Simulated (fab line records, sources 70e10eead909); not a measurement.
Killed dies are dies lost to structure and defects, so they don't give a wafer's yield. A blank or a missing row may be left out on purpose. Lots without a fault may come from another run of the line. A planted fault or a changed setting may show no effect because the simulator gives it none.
Chamber matching | flow nand_harc | NHARC_A_STAIRCASE_ALD_420 on ald_hk-01: 4 sister chambers
The step deposits SiO2, target thk 20 nm, pulse time 6 s, ald cycles 200. 4 wafers are shown with their chamber, then 10 later ones without.

WAFERS WITH THEIR CHAMBER
wafer  | chamber | heater_power_w (W)
L080.4 | 3       | 514
L084.6 | 0       | 433
L088.1 | 2       | 559
L088.3 | 1       | 464

WAFERS WITHOUT THEIR CHAMBER
wafer  | heater_power_w (W)
L088.4 | 482
L092.1 | 481
L092.3 | 456
L092.5 | 445
L096.1 | 440
L096.4 | 490
L096.6 | 556
L097.2 | 443
L097.3 | 451
L097.4 | 571

WHICH CHAMBER EACH WENT THROUGH
wafer  | from the rows above     | in truth
L088.4 | can't be placed: 1 or 3 | 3
L092.1 | can't be placed: 1 or 3 | 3
L092.3 | can't be placed: 1 or 0 | 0
L092.5 | can't be placed: 0 or 1 | 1
L096.1 | can't be placed: 0 or 1 | 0
L096.4 | can't be placed: 3 or 1 | 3
L096.6 | 2                       | 2
L097.2 | can't be placed: 0 or 1 | 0
L097.3 | can't be placed: 1 or 0 | 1
L097.4 | 2                       | 2
Placed correctly: 2 of 10. Can't be placed from these rows: 8 (the true chamber is among the candidates in 8). Placed wrongly: 0.
How it was worked out, from the rows above alone: a wafer's distance from a chamber is the root of the sum, over the readings, of the square of ((its reading less the chamber's mean) divided by the reading's scatter). The wafer belongs to the nearest chamber; if the next one is less than 2 further off, it can't be placed. A chamber's mean is the mean of its shown wafers. The scatter: with one shown wafer a chamber, the root of the mean of the squares of how far each hidden wafer lies from its nearest shown one.
